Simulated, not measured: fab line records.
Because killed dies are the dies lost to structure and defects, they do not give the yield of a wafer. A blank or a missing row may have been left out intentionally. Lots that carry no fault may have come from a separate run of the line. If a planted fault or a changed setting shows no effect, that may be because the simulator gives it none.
Matching of chambers | flow nand harc | 4 sister chambers for NHARC_A_CHANNEL_FILL_D2_STRIP_28 on rie diel-03
The step strips in O2, time 20 s. 20 wafers are shown with their chamber, then 10 later ones without.

## WAFERS WITH THEIR CHAMBER
wafer  | chamber | showerhead plenum p Torr (Torr) | drypump motor current A (A) | rf vpp V (V)
L075.4 | 3       | 3.63                            | 5.5                         | 58.0
L075.5 | 2       | 3.70                            | 6.0                         | 58.3
L075.6 | 3       | 3.63                            | 5.5                         | 58.6
L076.2 | 2       | 3.69                            | 6.1                         | 58.5
L076.3 | 0       | 3.33                            | 5.7                         | 56.6
L076.6 | 1       | 3.41                            | 6.1                         | 57.6
L079.1 | 2       | 3.69                            | 6.0                         | 59.1
L079.4 | 3       | 3.63                            | 5.5                         | 58.1
L079.5 | 3       | 3.63                            | 5.5                         | 57.9
L083.3 | 1       | 3.40                            | 6.1                         | 58.5
L083.5 | 2       | 3.69                            | 6.0                         | 57.7
L083.6 | 1       | 3.40                            | 6.2                         | 57.1
L088.2 | 0       | 3.32                            | 5.7                         | 57.6
L088.3 | 1       | 3.40                            | 6.1                         | 59.2
L088.6 | 3       | 3.63                            | 5.5                         | 57.4
L090.1 | 0       | 3.32                            | 5.7                         | 57.5
L090.2 | 3       | 3.63                            | 5.5                         | 57.1
L090.5 | 2       | 3.69                            | 6.0                         | 59.9
L091.2 | 2       | 3.69                            | 6.0                         | 58.6
L091.4 | 1       | 3.40                            | 6.1                         | 57.4

SIGNATURES (means of the wafers above)
reading                  | chamber 0 | chamber 1 | chamber 2 | chamber 3 | scatter within a chamber
showerhead plenum p Torr | 3.3233    | 3.4020    | 3.6917    | 3.6300    | 0.00379
drypump motor current A  | 5.700     | 6.120     | 6.017     | 5.500     | 0.032
rf vpp V                 | 57.233    | 57.960    | 58.683    | 57.850    | 0.7
Rule: distance of a wafer from a chamber = root of the sum over the readings of ((wafer's reading minus chamber's mean) / reading's scatter) squared. If the next closest chamber is less than 2 further off than the closest, the wafer can't be placed; otherwise it belongs to the closest. The scatter: the root of (the sum of the squares of (reading less its chamber's mean) over the shown wafers, divided by (wafers less chambers)).

## WAFERS MISSING THEIR CHAMBER
wafer  | showerhead plenum p Torr (Torr) | drypump motor current A (A) | rf vpp V (V)
L091.5 | 3.69                            | 6.0                         | 57.8
L093.1 | 3.32                            | 5.6                         | 56.5
L093.2 | 3.69                            | 6.0                         | 56.7
L093.4 | 3.40                            | 6.2                         | 57.1
L095.1 | 3.32                            | 5.7                         | 55.9
L095.3 | 3.40                            | 6.2                         | 55.8
L095.4 | 3.69                            | 6.1                         | 57.9
L096.2 | 3.40                            | 6.1                         | 58.5
L096.4 | 3.63                            | 5.5                         | 59.1
L096.6 | 3.40                            | 6.1                         | 58.8

## WHICH CHAMBER EACH WENT THROUGH
wafer  | from the rows above | in truth
L091.5 | 2                   | 2
L093.1 | 0                   | 0
L093.2 | 2                   | 2
L093.4 | 1                   | 1
L095.1 | 0                   | 0
L095.3 | 1                   | 1
L095.4 | 2                   | 2
L096.2 | 1                   | 1
L096.4 | 3                   | 3
L096.6 | 1                   | 1
Correctly placed: 10 of 10. Not placeable from these rows: 0. Wrongly placed: 0.
